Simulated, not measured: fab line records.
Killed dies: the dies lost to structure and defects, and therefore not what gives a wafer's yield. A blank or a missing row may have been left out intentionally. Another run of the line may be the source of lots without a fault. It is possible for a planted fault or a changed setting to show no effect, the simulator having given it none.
Chamber matching + flow n5-finfet + N5_FIN_SAQP_MANDREL2_REMOVE_60 on rie-si-03: 4 sister chambers
The step chemistry HBr/Cl2/O2, target a-Si, stops on SiNx, bt time 10 s. 18 wafers are shown with their chamber, then 8 later ones without.

## WAFERS WITH THEIR CHAMBER
| wafer  | chamber | drypump-motor-current-A (A) | throttle-valve-pct (%) | oes-product-au (a.u.) |
|--------|---------|-----------------------------|------------------------|-----------------------|
| L081.1 | 1       | 6.3                         | 36.4                   | 1.006                 |
| L081.2 | 0       | 5.0                         | 36.9                   | 1.021                 |
| L081.6 | 0       | 5.0                         | 36.9                   | 1.040                 |
| L082.1 | 1       | 6.3                         | 36.4                   | 1.003                 |
| L082.4 | 0       | 5.0                         | 36.9                   | 1.041                 |
| L082.6 | 2       | 6.5                         | 36.6                   | 0.997                 |
| L086.2 | 1       | 6.3                         | 36.4                   | 0.998                 |
| L086.3 | 3       | 6.4                         | 36.7                   | 0.967                 |
| L086.6 | 3       | 6.5                         | 36.7                   | 0.967                 |
| L088.1 | 3       | 6.5                         | 36.7                   | 0.961                 |
| L088.4 | 2       | 6.5                         | 36.6                   | 0.990                 |
| L090.1 | 1       | 6.3                         | 36.4                   | 1.004                 |
| L090.4 | 0       | 5.0                         | 36.9                   | 1.041                 |
| L090.5 | 3       | 6.5                         | 36.7                   | 0.966                 |
| L091.2 | 0       | 5.0                         | 36.9                   | 1.026                 |
| L091.3 | 3       | 6.4                         | 36.6                   | 0.972                 |
| L091.5 | 1       | 6.3                         | 36.4                   | 1.002                 |
| L092.2 | 1       | 6.3                         | 36.4                   | 1.007                 |

SIGNATURES (averages over the wafers above)
| reading                 | chamber 0 | chamber 1 | chamber 2 | chamber 3 | scatter within a chamber |
|-------------------------|-----------|-----------|-----------|-----------|--------------------------|
| drypump-motor-current-A | 5.000     | 6.300     | 6.500     | 6.460     | 0.0293                   |
| throttle-valve-pct      | 36.900    | 36.400    | 36.600    | 36.680    | 0.0239                   |
| oes-product-au          | 1.03380   | 1.00333   | 0.99350   | 0.96660   | 0.006                    |
Rule: for each reading, subtract the chamber's mean from the wafer's reading, divide by that reading's scatter and square the result; add these up over the readings and take the root, which gives the wafer's distance from the chamber. The wafer belongs to the nearest chamber; if the next one is less than 2 further off, it can't be placed. The scatter: the root of (the sum of the squares of (reading less its chamber's mean) over the shown wafers, divided by (wafers less chambers)).

## WAFERS WITH NO CHAMBER GIVEN
| wafer  | drypump-motor-current-A (A) | throttle-valve-pct (%) | oes-product-au (a.u.) |
|--------|-----------------------------|------------------------|-----------------------|
| L092.4 | 6.4                         | 36.7                   | 0.975                 |
| L092.6 | 6.5                         | 36.7                   | 0.965                 |
| L094.2 | 6.5                         | 36.9                   | 1.014                 |
| L094.4 | 6.3                         | 36.4                   | 1.014                 |
| L094.5 | 6.5                         | 36.9                   | 1.023                 |
| L095.2 | 6.5                         | 36.9                   | 1.027                 |
| L095.3 | 5.0                         | 36.9                   | 1.035                 |
| L095.4 | 6.3                         | 36.4                   | 1.010                 |

## WHICH CHAMBER EACH WENT THROUGH
| wafer  | from the rows above     | in truth |
|--------|-------------------------|----------|
| L092.4 | 3                       | 3        |
| L092.6 | 3                       | 3        |
| L094.2 | can't be placed: 3 or 2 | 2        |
| L094.4 | 1                       | 1        |
| L094.5 | can't be placed: 3 or 2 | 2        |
| L095.2 | can't be placed: 3 or 2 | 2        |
| L095.3 | 0                       | 0        |
| L095.4 | 1                       | 1        |
5 of 8 placed correctly. Not placeable from these rows: 3 (in 3, the candidates include the true chamber). Placed wrongly: 0.
